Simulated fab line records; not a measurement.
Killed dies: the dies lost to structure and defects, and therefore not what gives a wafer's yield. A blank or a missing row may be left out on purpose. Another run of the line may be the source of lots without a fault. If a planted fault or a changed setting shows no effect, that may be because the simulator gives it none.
A lot that was struck, set against a sound lot :: flow n5Finfet :: 14 out of 1938 route steps
Sound: these wafers, L732.2, L732.4, L732.6. The struck wafers were L727.2, L727.3, L727.4. The cause is given at the end.
Each step with rows lists, per side, the tool, then ch with its chambers, then its first start. Under that, the readings that differ: sound wafers :: struck wafers :: difference of the means :: sigmas: that difference in standard deviations of wafers without a fault.
alike: words and numbers the same on both sides, and readings whose means are apart by under 2 such deviations; not compared: readings that were withheld, readings missing a value for some wafer, numbers with overlapping values and no deviation given by the record, and bounds like >300 which may hide the same value.
Wherever a step has rows on one side only, a row that says differs or no value, or a row with sigmas, the two part there. When numbers do not overlap yet have no deviation, they are printed without sigmas and do not part them. Lack of a reading on every wafer of one side parts them only where that side has two or more wafers.

N5_BEOL_M11_ETCH_61: etches SiARC in CF4, target depth 39 nm, time 65 s.
  sound on rieDiel-06 ch 0,2, day 16 09:11; struck on rieDiel-01 ch 0,2, day 15 03:13
  alike: drypumpMotorCurrentA, etchRfOnTimeS, mfcArSccm, oesProductAu, rfVppV, showerheadPlenumPTorr, throttleValvePct
  not compared: rfHoursCounterH
N5_BEOL_M11_ETCH_62: etches SOC in N2/H2, target depth 110 nm, overetch 22 nm, time 165 s.
  sound on rieDiel-06 ch 0,2, day 16 09:14; struck on rieDiel-01 ch 0,2, day 15 03:16
  alike: drypumpMotorCurrentA, h2FlowSccm, oesProductAu, rfVppV, showerheadPlenumPTorr, throttleValvePct
  not compared: rfHoursCounterH
then, 1 step without rows for these wafers: N5_BEOL_M11_STRIP_68 (strips in N2/H2).
N5_BEOL_M11_STRIP_67: strips in CF4.
  sound on rieDiel-06 ch 0,2, day 16 09:22; struck on rieDiel-01 ch 0,2, day 15 03:25
  alike: drypumpMotorCurrentA, oesProductAu, rfVppV, showerheadPlenumPTorr, throttleValvePct
  not compared: rfHoursCounterH
N5_BEOL_M11_HM_OPEN_17: chemistry Cl2/BCl3, target TiN, target depth 20 nm, overetch 6 nm.
  sound on rieMetal-02 ch 1, day 16 09:26; struck on rieMetal-02 ch 0,1, day 15 03:27
  alike: drypumpMotorCurrentA, heBacksideLeakSccm, mfcArSccm, oesProductAu, throttleValvePct
  not compared: rfHoursCounterH
N5_BEOL_M11_STRIP_19: strips in O2.
  sound on rieDiel-06 ch 0,2,3, day 16 09:37; struck on rieDiel-06 ch 0,2, day 15 03:49
  alike: drypumpMotorCurrentA, o2FlowSccm, oesProductAu, rfVppV, showerheadPlenumPTorr, throttleValvePct
  not compared: rfHoursCounterH
N5_BEOL_M11_CD_MEAS_18: pitch 140 nm, target cd 70 nm.
  sound on cdSem-02, day 16 09:41; struck on cdSem-01, day 15 03:53
reading: cdNm (nm)
sound: 69.6 69.8 69.5
struck: 70.7 71.4 71.0
difference: +1.4
sigmas: +3
then, 5 steps without rows for these wafers: N5_BEOL_M11_COAT_63 (time 60 s, resist thk 100 nm); N5_BEOL_M11_COAT_64 (time 60 s, resist thk 30 nm); N5_BEOL_M11_COAT_22 (resist thk 90 nm); N5_BEOL_M11_EBR_24; N5_BEOL_M11_SOFTBAKE_23 (time 60 s).
N5_BEOL_M11_EXPOSE_25: exposes mask V10.
  struck on arfiScanner-01, day 15 06:39; sound on arfiScanner-02 ch 0, day 16 12:30
  no value came back on the struck wafers for exposureDoseMJCm2, focusOffsetNm (nm); on the sound wafers exposureDoseMJCm2 reads 85.55 85.56 85.64
  alike: mask
then, 1 step without rows for these wafers: N5_BEOL_M11_PEB_26 (peb time 60 s).

WHERE THEY PART
Earliest at N5_BEOL_M11_CD_MEAS_18; latest, in this record, at N5_BEOL_M11_EXPOSE_25.

WHY: whatever the simulator had introduced
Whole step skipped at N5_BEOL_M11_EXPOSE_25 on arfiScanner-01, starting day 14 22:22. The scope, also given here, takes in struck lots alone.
